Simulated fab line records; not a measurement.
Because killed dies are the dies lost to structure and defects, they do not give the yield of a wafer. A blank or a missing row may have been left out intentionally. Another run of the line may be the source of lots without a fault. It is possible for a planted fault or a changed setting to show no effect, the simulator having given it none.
Chamber matching ; flow n5Finfet ; N5_BEOL_M1_ETCH_69 on rieDiel-02 has 4 sister chambers
The step etches SiARC in CF4, target depth 15.6 nm, time 26 s. 14 wafers are shown with their chamber, then 7 later ones without.

WAFERS WITH THEIR CHAMBER
wafer;chamber;showerheadPlenumPTorr (Torr);throttleValvePct (%);drypumpMotorCurrentA (A)
L075.2;1;2.10;15.16;5.2
L075.3;0;1.99;15.71;5.0
L075.5;0;1.99;15.71;5.0
L077.4;2;2.12;15.60;5.8
L077.5;3;2.14;15.65;5.4
L077.6;2;2.12;15.60;5.8
L079.2;2;2.12;15.58;5.8
L079.3;3;2.14;15.63;5.5
L079.4;0;1.99;15.71;5.0
L082.1;3;2.14;15.66;5.5
L082.2;0;1.98;15.71;5.0
L082.6;2;2.12;15.59;5.8
L083.4;0;1.98;15.71;5.0
L083.5;3;2.14;15.67;5.5

SIGNATURES (means of the wafers above)
reading;chamber 0;chamber 1;chamber 2;chamber 3;scatter within a chamber
showerheadPlenumPTorr;1.9860;2.1000;2.1200;2.1400;0.00346
throttleValvePct;15.7100;15.1600;15.5925;15.6525;0.0107
drypumpMotorCurrentA;5.000;5.200;5.800;5.475;0.0274
Rule: for each reading, subtract the chamber's mean from the wafer's reading, divide by that reading's scatter and square the result; add these up over the readings and take the root, which gives the wafer's distance from the chamber. If the next closest chamber is less than 2 further off than the closest, the wafer can't be placed; otherwise it belongs to the closest. The scatter is the square root of a quotient: the sum, over the shown wafers, of each reading's squared deviation from its chamber's mean, divided by wafers minus chambers.

WAFERS WHOSE CHAMBER IS MISSING
wafer;showerheadPlenumPTorr (Torr);throttleValvePct (%);drypumpMotorCurrentA (A)
L083.6;1.98;15.73;5.0
L085.1;2.09;15.19;5.2
L085.4;1.98;15.73;5.0
L085.5;2.14;15.65;5.5
L092.1;2.11;15.64;5.8
L092.4;2.13;15.69;5.4
L092.5;2.13;15.69;5.5

WHICH CHAMBER EACH WENT THROUGH
wafer;from the rows above;in truth
L083.6;0;0
L085.1;1;1
L085.4;0;0
L085.5;3;3
L092.1;2;2
L092.4;3;3
L092.5;3;3
Correctly placed: 7 of 7. Number that these rows cannot place: 0. Placed wrongly: 0.
